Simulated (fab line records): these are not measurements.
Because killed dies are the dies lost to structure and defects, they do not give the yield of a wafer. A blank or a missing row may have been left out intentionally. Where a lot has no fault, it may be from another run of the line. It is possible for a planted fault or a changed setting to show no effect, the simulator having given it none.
fab line records / flow n5-finfet / part 2 of 2: steps 25 to 34 of 34
record lots=5 wafers=15 last-day=16
route steps=1938 shown BEOL_M8@1378 BEOL_M9@1401
lots that met no fault: taken from a fault-free run of the same line
start-h: the number of hours between the record's first day and the start of the first shown wafer of the lot / wait-h: hours since the lot's step before / " the same as in the row above / L1.1+2: a single row standing in for several wafers / - no value, or no start was given / * or withheld: withheld / < > ~ a bound
route shown NAME@n: names a module that has steps shown in the file, with the first one's number in the route / usual: mean/standard deviation taken from wafers without a fault / same: alike in all rows / chamber/n: place in a boat / sites: per-site readings / _std_site: standard deviation across them / _edge_site: mean of outer sites minus mean of inner sites / radius-mm: for every site, how far away it sits from the centre of the wafer / mask NAME#n: copy n / behind: tool/chamber where the wafer was last shaped / hold: why the lot went on hold/how many hours it stayed there/how the hold came to an end / device: names the non-switching transistor (n, p or np) / end of line: at the end of the route, the tests of the same wafers / a step with no rows: only its recipe / killed: the dies lost at the first sort to structure and to defects; this is not the yield of the wafer / map: a wafer's dies, marking killed ones x, the rest . and places with no die _
set.NAME: setting as actually run; set.NAME@STEP: the setting as run at that earlier step / model.NAME: the simulator's own value behind a step, which no gauge read
a table for each step, a row for each wafer; lots at some steps of the route
services: a tool's chamber out of use, with start hour (start-h, from the record's first day; less than 0 if before it), hours out, and reason
## steps
# step N5_BEOL_M9_CURE_71
# recipe temp-c=385 time-s=240 ambient=He/Ar material=SiCOH_lowk
# usual lamp-power-pct=52.32/0.054 wafer_temp_C_max=387.0/0.48
lot.wafer=L077.1 tool=uv-cure-03 chamber=1 start-h=234.90 wait-h=0.0 lamp-power-pct=52.31 wafer_temp_C_max=387.2
lot.wafer=L077.2 tool=uv-cure-03 chamber=1 start-h=234.90 wait-h=0.0 lamp-power-pct=52.32 wafer_temp_C_max=387.1
lot.wafer=L077.3 tool=uv-cure-03 chamber=1 start-h=234.90 wait-h=0.0 lamp-power-pct=52.34 wafer_temp_C_max=386.9
lot.wafer=L084.2 tool=uv-cure-02 chamber=0 start-h=277.54 wait-h=0.1 lamp-power-pct=52.28 wafer_temp_C_max=387.5
lot.wafer=L084.4 tool=uv-cure-02 chamber=0 start-h=277.54 wait-h=0.1 lamp-power-pct=52.33 wafer_temp_C_max=387.4
lot.wafer=L084.5 tool=uv-cure-02 chamber=0 start-h=277.54 wait-h=0.1 lamp-power-pct=52.27 wafer_temp_C_max=387.6
lot.wafer=L088.1 tool=uv-cure-02 chamber=0 start-h=306.53 wait-h=0.0 lamp-power-pct=52.29 wafer_temp_C_max=387.4
lot.wafer=L088.3 tool=uv-cure-02 chamber=0 start-h=306.53 wait-h=0.0 lamp-power-pct=52.29 wafer_temp_C_max=387.8
lot.wafer=L088.5 tool=uv-cure-02 chamber=0 start-h=306.53 wait-h=0.0 lamp-power-pct=52.28 wafer_temp_C_max=387.3
lot.wafer=L091.2 tool=uv-cure-03 chamber=2 start-h=308.26 wait-h=0.1 lamp-power-pct=52.36 wafer_temp_C_max=387.7
lot.wafer=L091.3 tool=uv-cure-03 chamber=2 start-h=308.26 wait-h=0.1 lamp-power-pct=52.21 wafer_temp_C_max=387.3
lot.wafer=L091.5 tool=uv-cure-03 chamber=2 start-h=308.26 wait-h=0.1 lamp-power-pct=52.32 wafer_temp_C_max=386.9
lot.wafer=L089.1 tool=uv-cure-02 chamber=1 start-h=319.97 wait-h=0.0 lamp-power-pct=52.27 wafer_temp_C_max=386.5
lot.wafer=L089.4 tool=uv-cure-02 chamber=1 start-h=319.97 wait-h=0.0 lamp-power-pct=52.29 wafer_temp_C_max=386.9
lot.wafer=L089.5 tool=uv-cure-02 chamber=1 start-h=319.97 wait-h=0.0 lamp-power-pct=52.43 wafer_temp_C_max=386.3
# step N5_BEOL_M9_THK_MEAS_01
# recipe reads=SiCOH_lowk_of_BEOL_M9_ILD_DEP_00
# usual M9_ILD_THK=267/3.1
lot.wafer=L077.1 tool=film-metro-02 chamber=- start-h=235.41 wait-h=0.4 M9_ILD_THK[nm]=263
lot.wafer=L077.2 tool=film-metro-02 chamber=- start-h=235.41 wait-h=0.4 M9_ILD_THK[nm]=261
lot.wafer=L077.3 tool=film-metro-02 chamber=- start-h=235.41 wait-h=0.4 M9_ILD_THK[nm]=265
lot.wafer=L084.2 tool=film-metro-02 chamber=- start-h=277.97 wait-h=0.4 M9_ILD_THK[nm]=268
lot.wafer=L084.4 tool=film-metro-02 chamber=- start-h=277.97 wait-h=0.4 M9_ILD_THK[nm]=272
lot.wafer=L084.5 tool=film-metro-02 chamber=- start-h=277.97 wait-h=0.4 M9_ILD_THK[nm]=271
lot.wafer=L088.1 tool=film-metro-01 chamber=- start-h=307.04 wait-h=0.4 M9_ILD_THK[nm]=264
lot.wafer=L088.3 tool=film-metro-01 chamber=- start-h=307.04 wait-h=0.4 M9_ILD_THK[nm]=266
lot.wafer=L088.5 tool=film-metro-01 chamber=- start-h=307.04 wait-h=0.4 M9_ILD_THK[nm]=267
lot.wafer=L091.2 tool=film-metro-02 chamber=- start-h=308.69 wait-h=0.4 M9_ILD_THK[nm]=267
lot.wafer=L091.3 tool=film-metro-02 chamber=- start-h=308.69 wait-h=0.4 M9_ILD_THK[nm]=269
lot.wafer=L091.5 tool=film-metro-02 chamber=- start-h=308.69 wait-h=0.4 M9_ILD_THK[nm]=272
lot.wafer=L089.1 tool=film-metro-01 chamber=- start-h=320.49 wait-h=0.4 M9_ILD_THK[nm]=267
lot.wafer=L089.4 tool=film-metro-01 chamber=- start-h=320.49 wait-h=0.4 M9_ILD_THK[nm]=271
lot.wafer=L089.5 tool=film-metro-01 chamber=- start-h=320.49 wait-h=0.4 M9_ILD_THK[nm]=271
# step N5_BEOL_M9_PECVD_70
# recipe material=SiO2 target-thk-a=200 temp-c=400 precursor=TEOS/O2 pressure-torr=5.5 rf-w=450 teos-flow-sccm=53.8 gas=O2 flow-sccm=3000 time-s=22.7
# usual heater-power-w=728/94 showerhead-plenum-p-Torr=8.79/0.062 throttle-valve-pct=22.0/1.1
lot.wafer=L077.1 tool=pecvd-03 chamber=2 start-h=235.45 wait-h=0.0 heater-power-w=686 showerhead-plenum-p-Torr=8.80 throttle-valve-pct=20.1
lot.wafer=L077.2 tool=pecvd-03 chamber=1 start-h=235.45 wait-h=0.0 heater-power-w=821 showerhead-plenum-p-Torr=8.88 throttle-valve-pct=22.3
lot.wafer=L077.3 tool=pecvd-03 chamber=0 start-h=235.45 wait-h=0.0 heater-power-w=641 showerhead-plenum-p-Torr=8.83 throttle-valve-pct=21.3
lot.wafer=L084.2 tool=pecvd-03 chamber=2 start-h=278.00 wait-h=0.0 heater-power-w=643 showerhead-plenum-p-Torr=8.78 throttle-valve-pct=20.0
lot.wafer=L084.4 tool=pecvd-03 chamber=1 start-h=278.00 wait-h=0.0 heater-power-w=801 showerhead-plenum-p-Torr=8.88 throttle-valve-pct=22.3
lot.wafer=L084.5 tool=pecvd-03 chamber=2 start-h=278.00 wait-h=0.0 heater-power-w=646 showerhead-plenum-p-Torr=8.81 throttle-valve-pct=20.0
lot.wafer=L088.1 tool=pecvd-02 chamber=2 start-h=307.08 wait-h=0.0 heater-power-w=916 showerhead-plenum-p-Torr=8.63 throttle-valve-pct=21.4
lot.wafer=L088.3 tool=pecvd-02 chamber=1 start-h=307.08 wait-h=0.0 heater-power-w=867 showerhead-plenum-p-Torr=8.77 throttle-valve-pct=23.1
lot.wafer=L088.5 tool=pecvd-02 chamber=0 start-h=307.08 wait-h=0.0 heater-power-w=678 showerhead-plenum-p-Torr=8.77 throttle-valve-pct=22.6
lot.wafer=L091.2 tool=pecvd-03 chamber=0 start-h=308.73 wait-h=0.0 heater-power-w=669 showerhead-plenum-p-Torr=8.83 throttle-valve-pct=21.6
lot.wafer=L091.3 tool=pecvd-03 chamber=2 start-h=308.73 wait-h=0.0 heater-power-w=613 showerhead-plenum-p-Torr=8.80 throttle-valve-pct=20.1
lot.wafer=L091.5 tool=pecvd-03 chamber=2 start-h=308.73 wait-h=0.0 heater-power-w=604 showerhead-plenum-p-Torr=8.82 throttle-valve-pct=20.0
lot.wafer=L089.1 tool=pecvd-03 chamber=1 start-h=320.52 wait-h=0.0 heater-power-w=823 showerhead-plenum-p-Torr=8.88 throttle-valve-pct=22.4
lot.wafer=L089.4 tool=pecvd-03 chamber=2 start-h=320.52 wait-h=0.0 heater-power-w=714 showerhead-plenum-p-Torr=8.78 throttle-valve-pct=20.0
lot.wafer=L089.5 tool=pecvd-03 chamber=0 start-h=320.52 wait-h=0.0 heater-power-w=657 showerhead-plenum-p-Torr=8.82 throttle-valve-pct=21.6
# step N5_BEOL_M9_HM_DEP_02
# recipe material=TiN target-thk-a=200 temp-c=25 chamber-pressure-pa=0.49996
# usual substrate-temp-c=25.00/0.1 throttle-valve-pct=30.3/0.43
lot.wafer=L077.1 tool=pvd-sputter-01 chamber=- start-h=236.99 wait-h=1.5 substrate-temp-c=24.94 throttle-valve-pct=30.4
lot.wafer=L077.2 tool=pvd-sputter-01 chamber=- start-h=236.99 wait-h=1.5 substrate-temp-c=24.97 throttle-valve-pct=30.2
lot.wafer=L077.3 tool=pvd-sputter-01 chamber=- start-h=236.99 wait-h=1.5 substrate-temp-c=25.04 throttle-valve-pct=29.6
lot.wafer=L084.2 tool=pvd-sputter-01 chamber=- start-h=278.83 wait-h=0.8 substrate-temp-c=24.97 throttle-valve-pct=30.7
lot.wafer=L084.4 tool=pvd-sputter-01 chamber=- start-h=278.83 wait-h=0.8 substrate-temp-c=24.99 throttle-valve-pct=29.6
lot.wafer=L084.5 tool=pvd-sputter-01 chamber=- start-h=278.83 wait-h=0.8 substrate-temp-c=24.88 throttle-valve-pct=30.7
lot.wafer=L088.1 tool=pvd-sputter-03 chamber=- start-h=307.27 wait-h=0.2 substrate-temp-c=24.96 throttle-valve-pct=30.4
lot.wafer=L088.3 tool=pvd-sputter-03 chamber=- start-h=307.27 wait-h=0.2 substrate-temp-c=25.25 throttle-valve-pct=30.2
lot.wafer=L088.5 tool=pvd-sputter-03 chamber=- start-h=307.27 wait-h=0.2 substrate-temp-c=25.05 throttle-valve-pct=30.6
lot.wafer=L091.2 tool=pvd-sputter-03 chamber=- start-h=310.63 wait-h=1.9 substrate-temp-c=24.96 throttle-valve-pct=30.2
lot.wafer=L091.3 tool=pvd-sputter-03 chamber=- start-h=310.63 wait-h=1.9 substrate-temp-c=25.02 throttle-valve-pct=29.8
lot.wafer=L091.5 tool=pvd-sputter-03 chamber=- start-h=310.63 wait-h=1.9 substrate-temp-c=25.04 throttle-valve-pct=30.6
lot.wafer=L089.1 tool=pvd-sputter-01 chamber=- start-h=321.00 wait-h=0.5 substrate-temp-c=24.85 throttle-valve-pct=30.3
lot.wafer=L089.4 tool=pvd-sputter-01 chamber=- start-h=321.00 wait-h=0.5 substrate-temp-c=24.88 throttle-valve-pct=30.8
lot.wafer=L089.5 tool=pvd-sputter-01 chamber=- start-h=321.00 wait-h=0.5 substrate-temp-c=25.05 throttle-valve-pct=30.4
# step N5_BEOL_M9_COAT_59
# recipe resist=SOC temp-c=250 time-s=60 spin-rpm=1500 resist-thk-nm=100
# usual exhaust-pa=45.0/0.8
lot.wafer=L077.1 tool=litho-track-01 chamber=0 start-h=237.11 wait-h=0.1 exhaust-pa=45.8
lot.wafer=L077.2 tool=litho-track-01 chamber=0 start-h=237.11 wait-h=0.1 exhaust-pa=45.3
lot.wafer=L077.3 tool=litho-track-01 chamber=0 start-h=237.11 wait-h=0.1 exhaust-pa=45.6
lot.wafer=L084.2 tool=litho-track-04 chamber=0 start-h=278.96 wait-h=0.1 exhaust-pa=44.9
lot.wafer=L084.4 tool=litho-track-04 chamber=0 start-h=278.96 wait-h=0.1 exhaust-pa=46.3
lot.wafer=L084.5 tool=litho-track-04 chamber=0 start-h=278.96 wait-h=0.1 exhaust-pa=44.1
lot.wafer=L088.1 tool=litho-track-04 chamber=0 start-h=307.39 wait-h=0.1 exhaust-pa=45.5
lot.wafer=L088.3 tool=litho-track-04 chamber=0 start-h=307.39 wait-h=0.1 exhaust-pa=44.3
lot.wafer=L088.5 tool=litho-track-04 chamber=0 start-h=307.39 wait-h=0.1 exhaust-pa=45.1
lot.wafer=L091.2 tool=litho-track-04 chamber=0 start-h=310.75 wait-h=0.1 exhaust-pa=45.8
lot.wafer=L091.3 tool=litho-track-04 chamber=0 start-h=310.75 wait-h=0.1 exhaust-pa=45.5
lot.wafer=L091.5 tool=litho-track-04 chamber=0 start-h=310.75 wait-h=0.1 exhaust-pa=45.7
lot.wafer=L089.1 tool=litho-track-02 chamber=0 start-h=321.12 wait-h=0.1 exhaust-pa=46.3
lot.wafer=L089.4 tool=litho-track-02 chamber=0 start-h=321.12 wait-h=0.1 exhaust-pa=44.9
lot.wafer=L089.5 tool=litho-track-02 chamber=0 start-h=321.12 wait-h=0.1 exhaust-pa=46.0
# step N5_BEOL_M9_COAT_60
# recipe resist=SiARC temp-c=220 time-s=60 spin-rpm=1500 resist-thk-nm=30
# usual exhaust-pa=45.1/0.88
lot.wafer=L077.1 tool=litho-track-01 chamber=0 start-h=- wait-h=- exhaust-pa=45.2
lot.wafer=L077.2 tool=litho-track-01 chamber=0 start-h=- wait-h=- exhaust-pa=44.5
lot.wafer=L077.3 tool=litho-track-01 chamber=0 start-h=- wait-h=- exhaust-pa=45.1
lot.wafer=L084.2 tool=litho-track-04 chamber=0 start-h=- wait-h=- exhaust-pa=44.7
lot.wafer=L084.4 tool=litho-track-04 chamber=0 start-h=- wait-h=- exhaust-pa=45.2
lot.wafer=L084.5 tool=litho-track-04 chamber=0 start-h=- wait-h=- exhaust-pa=44.3
lot.wafer=L088.1 tool=litho-track-04 chamber=0 start-h=- wait-h=- exhaust-pa=45.0
lot.wafer=L088.3 tool=litho-track-04 chamber=0 start-h=- wait-h=- exhaust-pa=47.0
lot.wafer=L088.5 tool=litho-track-04 chamber=0 start-h=- wait-h=- exhaust-pa=46.3
lot.wafer=L091.2 tool=litho-track-04 chamber=0 start-h=- wait-h=- exhaust-pa=44.1
lot.wafer=L091.3 tool=litho-track-04 chamber=0 start-h=- wait-h=- exhaust-pa=44.3
lot.wafer=L091.5 tool=litho-track-04 chamber=0 start-h=- wait-h=- exhaust-pa=44.2
lot.wafer=L089.1 tool=litho-track-02 chamber=0 start-h=- wait-h=- exhaust-pa=45.1
lot.wafer=L089.4 tool=litho-track-02 chamber=0 start-h=- wait-h=- exhaust-pa=45.8
lot.wafer=L089.5 tool=litho-track-02 chamber=0 start-h=- wait-h=- exhaust-pa=44.4
# step N5_BEOL_M9_COAT_05
# recipe resist=CAR-ArF spin-rpm=1500 resist-thk-nm=90
# usual exhaust-pa=44.9/0.83
lot.wafer=L077.1 tool=litho-track-01 chamber=0 start-h=- wait-h=- exhaust-pa=44.8
lot.wafer=L077.2 tool=litho-track-01 chamber=0 start-h=- wait-h=- exhaust-pa=45.3
lot.wafer=L077.3 tool=litho-track-01 chamber=0 start-h=- wait-h=- exhaust-pa=45.5
lot.wafer=L084.2 tool=litho-track-04 chamber=0 start-h=- wait-h=- exhaust-pa=45.7
lot.wafer=L084.4 tool=litho-track-04 chamber=0 start-h=- wait-h=- exhaust-pa=44.8
lot.wafer=L084.5 tool=litho-track-04 chamber=0 start-h=- wait-h=- exhaust-pa=44.7
lot.wafer=L088.1 tool=litho-track-04 chamber=0 start-h=- wait-h=- exhaust-pa=43.4
lot.wafer=L088.3 tool=litho-track-04 chamber=0 start-h=- wait-h=- exhaust-pa=45.3
lot.wafer=L088.5 tool=litho-track-04 chamber=0 start-h=- wait-h=- exhaust-pa=44.4
lot.wafer=L091.2 tool=litho-track-04 chamber=0 start-h=- wait-h=- exhaust-pa=44.5
lot.wafer=L091.3 tool=litho-track-04 chamber=0 start-h=- wait-h=- exhaust-pa=45.1
lot.wafer=L091.5 tool=litho-track-04 chamber=0 start-h=- wait-h=- exhaust-pa=44.9
lot.wafer=L089.1 tool=litho-track-02 chamber=0 start-h=- wait-h=- exhaust-pa=45.1
lot.wafer=L089.4 tool=litho-track-02 chamber=0 start-h=- wait-h=- exhaust-pa=44.7
lot.wafer=L089.5 tool=litho-track-02 chamber=0 start-h=- wait-h=- exhaust-pa=44.9
# step N5_BEOL_M9_EBR_07
# recipe solvent=PGMEA ebr-width-mm=1.5
# usual exhaust-pa=44.8/0.9
lot.wafer=L077.1 tool=litho-track-01 chamber=0 start-h=- wait-h=- exhaust-pa=44.4
lot.wafer=L077.2 tool=litho-track-01 chamber=0 start-h=- wait-h=- exhaust-pa=44.9
lot.wafer=L077.3 tool=litho-track-01 chamber=0 start-h=- wait-h=- exhaust-pa=44.5
lot.wafer=L084.2 tool=litho-track-04 chamber=0 start-h=- wait-h=- exhaust-pa=44.4
lot.wafer=L084.4 tool=litho-track-04 chamber=0 start-h=- wait-h=- exhaust-pa=43.9
lot.wafer=L084.5 tool=litho-track-04 chamber=0 start-h=- wait-h=- exhaust-pa=44.8
lot.wafer=L088.1 tool=litho-track-04 chamber=0 start-h=- wait-h=- exhaust-pa=44.1
lot.wafer=L088.3 tool=litho-track-04 chamber=0 start-h=- wait-h=- exhaust-pa=45.3
lot.wafer=L088.5 tool=litho-track-04 chamber=0 start-h=- wait-h=- exhaust-pa=46.0
lot.wafer=L091.2 tool=litho-track-04 chamber=0 start-h=- wait-h=- exhaust-pa=45.4
lot.wafer=L091.3 tool=litho-track-04 chamber=0 start-h=- wait-h=- exhaust-pa=46.7
lot.wafer=L091.5 tool=litho-track-04 chamber=0 start-h=- wait-h=- exhaust-pa=44.2
lot.wafer=L089.1 tool=litho-track-02 chamber=0 start-h=- wait-h=- exhaust-pa=44.6
lot.wafer=L089.4 tool=litho-track-02 chamber=0 start-h=- wait-h=- exhaust-pa=45.7
lot.wafer=L089.5 tool=litho-track-02 chamber=0 start-h=- wait-h=- exhaust-pa=44.2
# step N5_BEOL_M9_SOFTBAKE_06
# recipe temp-c=110 time-s=60 resist=CAR-ArF
# usual exhaust-pa=44.9/0.88
lot.wafer=L077.1 tool=litho-track-01 chamber=0 start-h=- wait-h=- exhaust-pa=44.1
lot.wafer=L077.2 tool=litho-track-01 chamber=0 start-h=- wait-h=- exhaust-pa=45.0
lot.wafer=L077.3 tool=litho-track-01 chamber=0 start-h=- wait-h=- exhaust-pa=44.4
lot.wafer=L084.2 tool=litho-track-04 chamber=0 start-h=- wait-h=- exhaust-pa=44.1
lot.wafer=L084.4 tool=litho-track-04 chamber=0 start-h=- wait-h=- exhaust-pa=44.1
lot.wafer=L084.5 tool=litho-track-04 chamber=0 start-h=- wait-h=- exhaust-pa=43.8
lot.wafer=L088.1 tool=litho-track-04 chamber=0 start-h=- wait-h=- exhaust-pa=43.6
lot.wafer=L088.3 tool=litho-track-04 chamber=0 start-h=- wait-h=- exhaust-pa=43.8
lot.wafer=L088.5 tool=litho-track-04 chamber=0 start-h=- wait-h=- exhaust-pa=44.6
lot.wafer=L091.2 tool=litho-track-04 chamber=0 start-h=- wait-h=- exhaust-pa=46.5
lot.wafer=L091.3 tool=litho-track-04 chamber=0 start-h=- wait-h=- exhaust-pa=46.2
lot.wafer=L091.5 tool=litho-track-04 chamber=0 start-h=- wait-h=- exhaust-pa=46.2
lot.wafer=L089.1 tool=litho-track-02 chamber=0 start-h=- wait-h=- exhaust-pa=44.1
lot.wafer=L089.4 tool=litho-track-02 chamber=0 start-h=- wait-h=- exhaust-pa=45.8
lot.wafer=L089.5 tool=litho-track-02 chamber=0 start-h=- wait-h=- exhaust-pa=45.3
# step N5_BEOL_M9_EXPOSE_08
# recipe mask-id=M9 na=1.35 source-shape=dipole sigma-inner=0.411 sigma-outer=0.611 polarization=te dose-mj=53.75
lot.wafer=L077.1+2+3 tool=arfi-scanner-02 chamber=0 start-h=237.35 wait-h=- mask=M9#0
lot.wafer=L084.2+4+5 tool=arfi-scanner-01 chamber=0 start-h=279.21 wait-h=- mask=M9#0
lot.wafer=L088.1+3+5 tool=arfi-scanner-02 chamber=0 start-h=307.64 wait-h=- mask=M9#0
lot.wafer=L091.2+3+5 tool=arfi-scanner-02 chamber=0 start-h=310.88 wait-h=- mask=M9#0
lot.wafer=L089.1+4+5 tool=arfi-scanner-01 chamber=0 start-h=321.37 wait-h=- mask=M9#0
## services
tool=arfi-scanner-02 chamber=- start-h=216.72 hours=4.9 kind=pm
tool=rie-diel-05 chamber=3 start-h=217.36 hours=2.8 kind=repair
tool=uv-cure-01 chamber=- start-h=222.53 hours=5.0 kind=pm
tool=uv-cure-01 chamber=- start-h=227.53 hours=7.5 kind=pm
tool=uv-cure-03 chamber=- start-h=229.12 hours=1.0 kind=pm
tool=uv-cure-01 chamber=- start-h=236.52 hours=2.1 kind=pm
tool=uv-cure-02 chamber=- start-h=253.49 hours=1.0 kind=pm
tool=pecvd-01 chamber=- start-h=256.49 hours=0.9 kind=repair
tool=arfi-scanner-02 chamber=- start-h=259.05 hours=0.3 kind=repair
tool=ald-metal-02 chamber=- start-h=259.49 hours=14.6 kind=pm
tool=cmp-03 chamber=- start-h=269.07 hours=4.0 kind=pm
tool=rie-diel-05 chamber=- start-h=271.96 hours=10.0 kind=pm
tool=uv-cure-03 chamber=- start-h=279.69 hours=2.1 kind=pm
tool=arfi-scanner-02 chamber=- start-h=289.02 hours=1.3 kind=pm
tool=cmp-03 chamber=- start-h=290.07 hours=0.6 kind=repair
tool=rie-diel-05 chamber=3 start-h=292.57 hours=28.2 kind=repair
tool=ald-metal-02 chamber=3 start-h=294.29 hours=7.3 kind=repair
tool=arfi-scanner-02 chamber=- start-h=304.71 hours=0.8 kind=pm
tool=uv-cure-03 chamber=- start-h=305.67 hours=0.6 kind=repair
tool=arfi-scanner-02 chamber=- start-h=308.01 hours=1.0 kind=pm
tool=rie-diel-05 chamber=- start-h=311.93 hours=2.8 kind=pm
tool=pvd-sputter-03 chamber=- start-h=316.18 hours=2.9 kind=repair
tool=arfi-scanner-02 chamber=- start-h=316.33 hours=3.9 kind=pm
tool=rie-diel-05 chamber=3 start-h=321.20 hours=7.7 kind=repair
